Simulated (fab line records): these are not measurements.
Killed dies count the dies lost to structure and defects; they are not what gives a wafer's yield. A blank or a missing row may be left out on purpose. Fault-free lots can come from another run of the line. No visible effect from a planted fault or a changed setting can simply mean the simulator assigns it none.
fab line records    flow n5-finfet    part 1 of 2: steps 1 to 26 of 38
[record] lots = 5  wafers = 15  last-day = 16
route steps=1938 shown PMOS_HMC_CHANNEL_EPI@73 FIN_SAQP@90
lots that met no fault: taken from a fault-free run of the same line
start-h: hours from the record's first day to the start of the lot's first wafer shown    wait-h: hours elapsed since this lot's preceding step    " repeats the value in the row above    L1.1+2: a single row standing in for several wafers    - either no value or no given start    * or withheld: withheld    < > ~ a bound
route shown NAME@n: names a module that has steps shown in the file, with the first one's number in the route    usual: mean and standard deviation over wafers with no fault    same: alike in all rows    chamber/n: place in a boat    sites: the reading at each site    _std_site: the values' standard deviation    _edge_site: the outer-site mean with the inner-site mean subtracted    radius-mm: for every site, how far away it sits from the centre of the wafer    mask NAME#n: copy n    behind: the tool/chamber that last shaped the wafer    hold: why the lot was held/for how many hours/how that ended    device: names the non-switching transistor (n, p or np)    end of line: the same wafers' tests at the end of the route    step lacking rows: just its recipe    killed: the dies lost at the first sort to structure and to defects; this is not the yield of the wafer    map: a wafer's dies, x killed, . not, _ none there
set.NAME: the setting as run; set.NAME@STEP: as run at that earlier step    model.NAME: the simulator's own value behind a step, which no gauge read
lots seen at some steps along the route; tables by step, rows by wafer
services: from which hour (start-h, from the record's first day; less than 0 if before it) a tool's chamber was out of use, for how many hours, and why
[[steps]]
[step N5_PMOS_HMC_CHANNEL_EPI_ETCH_38]
[recipe] chemistry = CF4  target = SiO2  target-depth-a = 15  ion-energy-ev = 350  pressure-mtorr = 10  icp-w = 800  bias-w = 400  cf4-flow-sccm = 80
[usual] drypump-motor-current-A = 5.6/0.49  oes-product-au = 1.007/0.016  throttle-valve-pct = 21.64/0.23
lot.wafer  tool       chamber  start-h  wait-h  drypump-motor-current-A  oes-product-au  rf-hours-counter-h  throttle-valve-pct
L075.3     rie-si-05  2        24.01    0.0     4.7                      1.025           137                 21.42
L075.4     "          1        "        "       5.4                      1.011           184                 21.47
L075.6     "          2        "        "       4.7                      1.021           -                   21.43
L076.1     rie-si-05  0        29.49    0.0     5.9                      1.030           132                 21.85
L076.3     "          2        "        "       4.7                      1.023           137                 21.41
L076.6     "          2        "        "       4.7                      1.015           -                   21.42
L078.2     rie-si-01  0        42.54    0.0     5.8                      1.020           50                  21.84
L078.3     "          3        "        "       5.6                      0.988           4                   21.48
L078.6     "          1        "        "       5.7                      1.005           -                   21.46
L089.3     rie-si-01  0        107.53   0.0     5.8                      1.019           52                  21.82
L089.5     "          3        "        "       5.6                      1.002           -                   21.48
L089.6     "          0        "        "       5.8                      1.024           -                   21.82
L095.4     rie-si-01  3        144.29   0.0     5.6                      0.999           -                   21.48
L095.5     "          1        "        "       5.7                      1.017           -                   21.46
L095.6     "          0        "        "       5.8                      1.025           -                   21.84
[step N5_PMOS_HMC_CHANNEL_EPI_FIN_RECESS_16]
[recipe] chemistry = HBr/Cl2  target = Si  mask-material = SiO2  target-depth-a = 540  time-s = 18  pressure-mtorr = 10  icp-w = 800  bias-w = 75  HBr_flow_sccm = 150  Cl2_flow_sccm = 80
[usual] HBr_flow_sccm = 150.1/0.46  drypump-motor-current-A = 5.6/0.49  oes-product-au = 1.007/0.016  throttle-valve-pct = 35.34/0.28
lot.wafer  tool       chamber  start-h  wait-h  HBr_flow_sccm  drypump-motor-current-A  oes-product-au  rf-hours-counter-h  throttle-valve-pct
L075.3     rie-si-05  2        24.03    0.0     149.7          4.7                      1.034           137                 35.16
L075.4     "          1        "        "       150.8          5.4                      1.021           184                 34.99
L075.6     "          2        "        "       150.0          4.7                      1.019           -                   35.17
L076.1     rie-si-05  0        29.51    0.0     150.1          5.9                      1.012           132                 35.53
L076.3     "          2        "        "       150.4          4.7                      1.027           137                 35.17
L076.6     "          2        "        "       150.9          4.7                      1.018           -                   35.19
L078.2     rie-si-01  0        42.56    0.0     149.5          5.8                      1.018           50                  35.54
L078.3     "          3        "        "       150.8          5.6                      0.988           4                   35.17
L078.6     "          1        "        "       149.3          5.7                      1.013           -                   35.04
L089.3     rie-si-01  0        107.55   0.0     150.2          5.8                      1.023           52                  35.54
L089.5     "          3        "        "       149.6          5.6                      0.986           -                   35.18
L089.6     "          0        "        "       150.1          5.8                      1.036           -                   35.52
L095.4     rie-si-01  3        144.33   0.0     149.8          5.6                      0.987           -                   35.18
L095.5     "          1        "        "       150.0          5.7                      1.016           -                   35.00
L095.6     "          0        "        "       150.3          5.8                      1.027           -                   35.54
[step N5_PMOS_HMC_CHANNEL_EPI_PRECLEAN_36]
[recipe] chemistry = O3/DIW  time-s = 45  temp-c = 22  o3-ppm = 10
lot.wafer   tool          chamber  start-h  wait-h
L075.3+4+6  wet-bench-05  5,7,3    24.12    0.1
L076.1+3+6  wet-bench-05  5,4,1    29.61    0.1
L078.2+3+6  wet-bench-02  6,3,1    42.66    0.1
L089.3+5+6  wet-bench-02  3,0,2    107.64   0.1
L095.4+5+6  wet-bench-05  3,1,4    144.40   0.0
[step N5_PMOS_HMC_CHANNEL_EPI_PRECLEAN_18]
[recipe] chemistry = DHF  time-s = 30  temp-c = 25  dilution = withheld
lot.wafer   tool          chamber  start-h  wait-h
L075.3+4+6  wet-bench-05  5,7,3    24.14    0.0
L076.1+3+6  wet-bench-05  5,4,1    29.62    0.0
L078.2+3+6  wet-bench-02  6,3,1    42.67    0.0
L089.3+5+6  wet-bench-02  3,0,2    107.66   0.0
L095.4+5+6  wet-bench-05  3,1,4    144.41   0.0
[step N5_PMOS_HMC_CHANNEL_EPI_SRD_19]
[recipe] dry = ipa-marangoni  do-ppb = 5  time-s = 30  temp-c = 23  rinse-liquid = diw
lot.wafer   tool          chamber  start-h  wait-h
L075.3+4+6  wet-bench-05  5,7,3    24.15    0.0
L076.1+3+6  wet-bench-05  5,4,1    29.63    0.0
L078.2+3+6  wet-bench-02  6,3,1    42.68    0.0
L089.3+5+6  wet-bench-02  3,0,2    107.67   0.0
L095.4+5+6  wet-bench-05  3,1,4    144.42   0.0
[step N5_PMOS_HMC_CHANNEL_EPI_EPI_20]
[recipe] material = SiGe30  mask-material = SiO2  pressure-torr = 20  target-thk-a = 590  temp-c = 600
[usual] susceptor_temp_C_max = 601.2/0.52
lot.wafer  tool          chamber  start-h  wait-h  susceptor_temp_C_max
L075.3     epi-rpcvd-04  0        24.60    0.4     600.9
L075.4     "             0        "        "       601.5
L075.6     "             0        "        "       601.6
L076.1     epi-rpcvd-03  0        29.68    0.0     601.0
L076.3     "             0        "        "       600.9
L076.6     "             0        "        "       600.5
L078.2     epi-rpcvd-02  0        42.93    0.2     601.5
L078.3     "             0        "        "       601.2
L078.6     "             0        "        "       601.1
L089.3     epi-rpcvd-03  0        108.12   0.4     601.0
L089.5     "             0        "        "       601.4
L089.6     "             0        "        "       600.8
L095.4     epi-rpcvd-02  0        145.07   0.6     601.6
L095.5     "             0        "        "       601.6
L095.6     "             0        "        "       601.6
[step N5_PMOS_HMC_CHANNEL_EPI_HM_STRIP_35]
[recipe] chemistry = dHF  temp-c = 25  material = SiO2  target = SiO2  target-depth-a = 396  time-s = 216
lot.wafer   tool          chamber  start-h  wait-h
L075.3+4+6  wet-bench-02  0,2,5    25.43    0.6
L076.1+3+6  wet-bench-02  4,7,6    30.91    1.0
L078.2+3+6  wet-bench-02  2,3,1    43.97    0.8
L089.3+5+6  wet-bench-03  7,6,4    108.95   0.6
L095.4+5+6  wet-bench-05  2,3,4    145.70   0.4
[step N5_PMOS_HMC_CHANNEL_EPI_SRD_39]
[recipe] dry = ipa-marangoni  time-s = 30  temp-c = 23  rinse-liquid = diw
lot.wafer   tool          chamber  start-h  wait-h
L075.3+4+6  wet-bench-02  0,2,5    25.50    0.0
L076.1+3+6  wet-bench-02  4,7,6    30.97    0.0
L078.2+3+6  wet-bench-02  2,3,1    44.03    0.0
L089.3+5+6  wet-bench-03  7,6,4    109.02   0.0
L095.4+5+6  wet-bench-05  2,3,4    145.77   0.0
[step N5_PMOS_HMC_CHANNEL_EPI_CMP_21]
[recipe] material = SiGe30  post-cmp-clean = alkaline-brush  target-thk-nm = 54
[usual] motor-current-A = 12.5/1
lot.wafer  tool    chamber  start-h  wait-h  motor-current-A
L075.3     cmp-04  2        25.54    0.0     13.4
L075.4     "       0        "        "       12.3
L075.6     "       3        "        "       11.1
L076.1     cmp-02  3        31.09    0.1     11.1
L076.3     "       0        "        "       11.8
L076.6     "       2        "        "       12.9
L078.3     cmp-04  0        44.07    0.0     13.1
L078.2     "       2        "        "       13.7
L078.6     "       0        "        "       12.5
L089.3     cmp-03  2        109.13   0.1     15.6
L089.5     "       0        "        "       11.1
L089.6     "       1        "        "       12.8
L095.4     cmp-02  2        145.92   0.1     13.4
L095.6     "       3        "        "       11.2
L095.5     "       0        "        "       11.7
[step N5_PMOS_HMC_CHANNEL_EPI_THK_MEAS_22]
[recipe] reads = SiGe30_of_PMOS_HMC_CHANNEL_EPI_EPI_20
[usual] HMC_CMP_THK = 54.0/0.49
lot.wafer  tool           chamber  start-h  wait-h  HMC_CMP_THK[nm]
L075.3     film-metro-01  -        25.83    -       55.0
L075.4     "              -        "        "       53.7
L075.6     "              -        "        "       54.7
L076.1     film-metro-01  -        31.31    -       53.9
L076.3     "              -        "        "       54.2
L076.6     "              -        "        "       53.8
L078.2     film-metro-01  -        44.36    -       53.5
L078.3     "              -        "        "       54.0
L078.6     "              -        "        "       54.4
L089.3     film-metro-01  -        109.35   -       53.5
L089.5     "              -        "        "       53.6
L089.6     "              -        "        "       53.7
L095.4     film-metro-01  -        146.10   -       53.5
L095.5     "              -        "        "       54.3
L095.6     "              -        "        "       54.0
[step N5_PMOS_HMC_CHANNEL_EPI_PRECLEAN_40]
[recipe] chemistry = DHF  time-s = 30  temp-c = 25  dilution = withheld
lot.wafer   tool          chamber  start-h  wait-h
L075.3+4+6  wet-bench-03  2,1,3    25.86    0.0
L076.1+3+6  wet-bench-02  2,1,7    31.34    0.0
L078.2+3+6  wet-bench-02  4,7,2    44.39    0.0
L089.3+5+6  wet-bench-03  7,6,3    109.38   0.0
L095.4+5+6  wet-bench-03  7,1,2    146.13   0.0
[step N5_PMOS_HMC_CHANNEL_EPI_PRECLEAN_37]
[recipe] chemistry = O3/DIW  time-s = 45  temp-c = 22  o3-ppm = 10
lot.wafer   tool          chamber  start-h  wait-h
L075.3+4+6  wet-bench-03  2,1,3    25.87    0.0
L076.1+3+6  wet-bench-02  2,1,7    31.35    0.0
L078.2+3+6  wet-bench-02  4,7,2    44.40    0.0
L089.3+5+6  wet-bench-03  7,6,3    109.39   0.0
L095.4+5+6  wet-bench-03  7,1,2    146.14   0.0
[step N5_PMOS_HMC_CHANNEL_EPI_PRECLEAN_24]
[recipe] chemistry = DHF  time-s = 30  temp-c = 25  dilution = withheld
lot.wafer   tool          chamber  start-h  wait-h
L075.3+4+6  wet-bench-03  2,1,3    25.88    0.0
L076.1+3+6  wet-bench-02  2,1,7    31.36    0.0
L078.2+3+6  wet-bench-02  4,7,2    44.41    0.0
L089.3+5+6  wet-bench-03  7,6,3    109.40   0.0
L095.4+5+6  wet-bench-03  7,1,2    146.15   0.0
[step N5_PMOS_HMC_CHANNEL_EPI_SRD_25]
[recipe] dry = ipa-marangoni  do-ppb = 5  time-s = 30  temp-c = 23  rinse-liquid = diw
lot.wafer   tool          chamber  start-h  wait-h
L075.3+4+6  wet-bench-03  2,1,3    25.89    0.0
L076.1+3+6  wet-bench-02  2,1,7    31.37    0.0
L078.2+3+6  wet-bench-02  4,7,2    44.42    0.0
L089.3+5+6  wet-bench-03  7,6,3    109.41   0.0
L095.4+5+6  wet-bench-03  7,1,2    146.16   0.0
[step N5_PMOS_HMC_CHANNEL_EPI_EPI_26]
[recipe] material = Si  target-thk-a = 38  temp-c = 650  precursor = SiH4/H2  pressure-torr = 20  time-s = 22.7
[usual] susceptor_temp_C_max = 651.4/0.45  throttle-valve-pct = 11.5/0.52
lot.wafer  tool          chamber  start-h  wait-h  susceptor_temp_C_max  throttle-valve-pct
L075.3     epi-rpcvd-04  0        26.04    0.1     651.5                 11.8
L075.4     "             0        "        "       651.3                 12.1
L075.6     "             0        "        "       650.8                 12.0
L076.1     epi-rpcvd-04  0        31.42    0.0     652.1                 12.0
L076.3     "             0        "        "       651.5                 11.9
L076.6     "             0        "        "       651.9                 11.8
L078.2     epi-rpcvd-04  0        44.52    0.1     651.3                 11.7
L078.3     "             0        "        "       651.4                 11.9
L078.6     "             0        "        "       651.4                 11.9
L089.3     epi-rpcvd-02  0        109.56   0.1     651.7                 11.2
L089.5     "             0        "        "       651.7                 11.4
L089.6     "             0        "        "       651.8                 11.1
L095.4     epi-rpcvd-04  0        146.36   0.2     651.6                 11.8
L095.5     "             0        "        "       652.0                 12.2
L095.6     "             0        "        "       651.6                 11.8
[step N5_PMOS_HMC_CHANNEL_EPI_INSPECT_30]
[recipe] inspect-instrument = darkfield  mode = post-epi
[usual] raw-defect-count = 19/6.6
lot.wafer  tool               chamber  start-h  wait-h  raw-defect-count
L075.3     defect-inspect-01  -        26.31    0.0     19
L075.4     "                  -        "        "       13
L075.6     "                  -        "        "       20
L076.1     defect-inspect-01  -        31.79    0.0     26
L076.3     "                  -        "        "       31
L076.6     "                  -        "        "       25
L078.2     defect-inspect-02  -        44.84    0.0     14
L078.3     "                  -        "        "       18
L078.6     "                  -        "        "       13
L089.3     defect-inspect-01  -        109.83   0.0     21
L089.5     "                  -        "        "       23
L089.6     "                  -        "        "       34
L095.4     defect-inspect-01  -        146.59   0.0     16
L095.5     "                  -        "        "       15
L095.6     "                  -        "        "       10
[step N5_FIN_SAQP_PRECLEAN_42]
[recipe] chemistry = O3/DIW  time-s = 60  temp-c = 22  o3-ppm = 10
lot.wafer   tool          chamber  start-h  wait-h
L075.3+4+6  wet-bench-04  1,7,4    26.34    0.0
L076.1+3+6  wet-bench-04  6,1,3    31.82    0.0
L078.2+3+6  wet-bench-06  6,1,3    44.87    0.0
L089.3+5+6  wet-bench-04  1,0,7    109.86   0.0
L095.4+5+6  wet-bench-01  3,2,0    146.61   0.0
[step N5_FIN_SAQP_PRECLEAN_00]
[recipe] chemistry = SC1  time-s = 60  temp-c = 55  mix = 1:2:50
[usual] h2o2-flow-mL-min = 56.58/0.16
lot.wafer  tool          chamber  start-h  wait-h  h2o2-flow-mL-min
L075.3     wet-bench-04  1        26.36    0.0     56.49
L075.4     "             7        "        "       56.68
L075.6     "             4        "        "       56.55
L076.1     wet-bench-04  6        31.84    0.0     56.68
L076.3     "             1        "        "       56.47
L076.6     "             3        "        "       56.63
L078.2     wet-bench-06  6        44.89    0.0     56.93
L078.3     "             1        "        "       56.63
L078.6     "             3        "        "       56.62
L089.3     wet-bench-04  1        109.87   0.0     56.55
L089.5     "             0        "        "       56.53
L089.6     "             7        "        "       56.58
L095.4     wet-bench-01  3        146.63   0.0     56.65
L095.5     "             2        "        "       56.78
L095.6     "             0        "        "       56.26
[step N5_FIN_SAQP_PRECLEAN_44]
[recipe] chemistry = SC2  time-s = 45  temp-c = 35  mix = 1:1:50
lot.wafer   tool          chamber  start-h  wait-h
L075.3+4+6  wet-bench-04  1,7,4    26.37    0.0
L076.1+3+6  wet-bench-04  6,1,3    31.86    0.0
L078.2+3+6  wet-bench-06  6,1,3    44.91    0.0
L089.3+5+6  wet-bench-04  1,0,7    109.89   0.0
L095.4+5+6  wet-bench-01  3,2,0    146.65   0.0
[step N5_FIN_SAQP_SRD_01]
[recipe] dry = ipa-marangoni  time-s = 30  temp-c = 23  rinse-liquid = diw
lot.wafer   tool          chamber  start-h  wait-h
L075.3+4+6  wet-bench-04  1,7,4    26.38    0.0
L076.1+3+6  wet-bench-04  6,1,3    31.87    0.0
L078.2+3+6  wet-bench-06  6,1,3    44.92    0.0
L089.3+5+6  wet-bench-04  1,0,7    109.90   0.0
L095.4+5+6  wet-bench-01  3,2,0    146.66   0.0
[step N5_FIN_SAQP_ALD_61]
[recipe] material = SiO2  target-thk-a = 40  temp-c = 300  ald-precursor-family = BDEAS  ald-co-reactant = O2-plasma  pulse-time-s = 1  purge-time-s = 2  co-reactant-purge-time-s = 2  ald-cycles = 43  pressure-torr = 2
[usual] heater-power-w = 446/48  precursor-pulse-height-rel = 1.002/0.02
[same] purge-time-s = 2
lot.wafer  tool        chamber  start-h  wait-h  heater-power-w  precursor-pulse-height-rel
L075.3     ald-sin-02  0        26.43    0.0     500             0.974
L075.4     "           1        "        "       459             1.027
L075.6     "           0        "        "       498             1.003
L076.1     ald-sin-01  0        32.02    0.1     445             1.004
L076.3     "           1        "        "       406             0.990
L076.6     "           1        "        "       392             0.989
L078.2     ald-sin-03  3        44.97    0.0     497             0.995
L078.3     "           0        "        "       394             1.021
L078.6     "           0        "        "       398             1.029
L089.3     ald-sin-01  3        110.14   0.2     515             1.009
L089.5     "           1        "        "       407             1.028
L089.6     "           2        "        "       428             1.037
L095.4     ald-sin-03  1        147.07   0.4     365             0.988
L095.5     "           2        "        "       444             1.019
L095.6     "           1        "        "       371             1.001
[step N5_FIN_SAQP_DENSIFY_62]
[recipe] temp-c = 700  time-s = 60  ambient = N2  idle-temp-c = 600  ramp-up-c-per-s = 150  ramp-down-c-per-s = 60  cool-to-c = 600
[usual] lamp-power-pct = 9.85/0.061  wafer_temp_C_max = 703.3/0.68
lot.wafer  tool           chamber  start-h  wait-h  lamp-power-pct  wafer_temp_C_max
L075.3     rtp-anneal-01  0        26.81    0.3     9.76            702.7
L075.4     "              0        "        "       9.91            703.4
L075.6     "              0        "        "       9.78            702.8
L076.1     rtp-anneal-01  0        32.22    0.1     9.88            703.6
L076.3     "              0        "        "       9.86            703.4
L076.6     "              0        "        "       9.82            702.7
L078.2     rtp-anneal-02  0        45.20    0.1     9.83            703.7
L078.3     "              0        "        "       9.94            703.3
L078.6     "              0        "        "       9.77            703.9
L089.3     rtp-anneal-01  0        110.46   0.2     9.86            703.0
L089.5     "              0        "        "       9.93            704.3
L089.6     "              0        "        "       9.93            703.0
L095.4     rtp-anneal-02  0        147.36   0.2     9.90            703.7
L095.5     "              0        "        "       9.90            702.5
L095.6     "              0        "        "       9.90            702.3
[step N5_FIN_SAQP_HM_DEP_03]
[recipe] material = SiNx  target-thk-a = 380  temp-c = 400  precursor = SiH4/NH3/N2  pressure-torr = 1.5  rf-w = 300  time-s = 33.6
[usual] heater-power-w = 772/80  showerhead-plenum-p-Torr = 5.12/0.067  throttle-valve-pct = 40.0/2.4
lot.wafer  tool      chamber  start-h  wait-h  heater-power-w  showerhead-plenum-p-Torr  throttle-valve-pct
L075.3     pecvd-02  1        26.97    0.1     697             5.23                      42.1
L075.4     "         1        "        "       686             5.22                      42.4
L075.6     "         0        "        "       748             5.04                      39.4
L076.1     pecvd-03  2        32.44    0.2     706             5.05                      36.6
L076.3     "         0        "        "       810             5.17                      40.4
L076.6     "         0        "        "       778             5.18                      40.6
L078.2     pecvd-03  2        45.38    0.2     711             5.07                      36.9
L078.3     "         1        "        "       707             5.17                      43.7
L078.6     "         1        "        "       716             5.17                      44.0
L089.3     pecvd-04  0        110.63   0.1     716             5.08                      38.2
L089.5     "         1        "        "       833             5.10                      37.0
L089.6     "         2        "        "       843             5.11                      36.9
L095.4     pecvd-03  0        147.52   0.1     916             5.18                      41.1
L095.5     "         1        "        "       759             5.18                      43.6
L095.6     "         2        "        "       761             5.06                      37.1
[step N5_FIN_SAQP_THK_MEAS_05]
[usual] thk-nm = 38.2/0.45
lot.wafer  tool           chamber  start-h  wait-h  thk-nm
L075.3     film-metro-01  -        27.06    0.1     37.4
L075.4     "              -        "        "       38.8
L075.6     "              -        "        "       38.4
L076.1     film-metro-01  -        32.55    0.1     38.1
L076.3     "              -        "        "       38.9
L076.6     "              -        "        "       38.9
L078.2     film-metro-01  -        45.47    0.1     38.3
L078.3     "              -        "        "       38.0
L078.6     "              -        "        "       38.8
L089.3     film-metro-02  -        110.71   0.1     37.5
L089.5     "              -        "        "       37.8
L089.6     "              -        "        "       37.8
L095.4     film-metro-01  -        147.58   0.0     38.7
L095.5     "              -        "        "       38.8
L095.6     "              -        "        "       38.6
[step N5_FIN_SAQP_PECVD_47]
[recipe] material = a-Si  target-thk-a = 450  temp-c = 400  precursor = SiH4/He  pressure-torr = 3  rf-w = 100  time-s = 36.3
[usual] heater-power-w = 857/94  showerhead-plenum-p-Torr = 5.65/0.041  throttle-valve-pct = 17.9/1.1
lot.wafer  tool      chamber  start-h  wait-h  heater-power-w  showerhead-plenum-p-Torr  throttle-valve-pct
L075.3     pecvd-04  2        27.09    0.0     899             5.63                      16.9
L075.4     "         2        "        "       930             5.63                      16.5
L075.6     "         1        "        "       897             5.63                      17.1
L076.1     pecvd-02  0        32.59    0.0     904             5.57                      18.2
L076.3     "         2        "        "       720             5.61                      19.0
L076.6     "         0        "        "       903             5.58                      17.7
L078.2     pecvd-04  2        45.51    0.0     1017            5.64                      16.6
L078.3     "         1        "        "       946             5.66                      17.0
L078.6     "         2        "        "       1013            5.64                      16.7
L089.3     pecvd-02  1        110.75   0.0     747             5.73                      19.1
L089.5     "         1        "        "       758             5.74                      19.5
L089.6     "         0        "        "       821             5.59                      18.3
L095.4     pecvd-02  2        147.63   0.1     726             5.60                      18.8
L095.5     "         0        "        "       896             5.60                      18.0
L095.6     "         1        "        "       766             5.74                      19.3
[step N5_FIN_SAQP_PECVD_48]
[recipe] material = SiNx  target-thk-a = 250  temp-c = 400  precursor = SiH4/NH3/N2  pressure-torr = 1.5  rf-w = 300  time-s = 22.1
[usual] heater-power-w = 773/96  showerhead-plenum-p-Torr = 5.11/0.054  throttle-valve-pct = 39.3/2.5
lot.wafer  tool      chamber  start-h  wait-h  heater-power-w  showerhead-plenum-p-Torr  throttle-valve-pct
L075.3     pecvd-04  2        27.13    0.0     903             5.09                      36.7
L075.4     "         2        "        "       927             5.10                      36.5
L075.6     "         1        "        "       879             5.12                      37.5
L076.1     pecvd-02  0        32.63    0.0     811             5.03                      39.4
L076.3     "         2        "        "       644             5.06                      41.3
L076.6     "         0        "        "       796             5.03                      39.5
L078.2     pecvd-04  2        45.55    0.0     904             5.10                      36.4
L078.3     "         1        "        "       764             5.11                      37.4
L078.6     "         2        "        "       922             5.09                      36.6
L089.3     pecvd-02  1        110.79   0.0     693             5.23                      42.3
L089.5     "         1        "        "       711             5.23                      42.3
L089.6     "         0        "        "       825             5.04                      39.7
L095.4     pecvd-02  2        147.67   0.0     692             5.06                      41.1
L095.5     "         0        "        "       821             5.02                      40.1
L095.6     "         1        "        "       745             5.22                      42.6
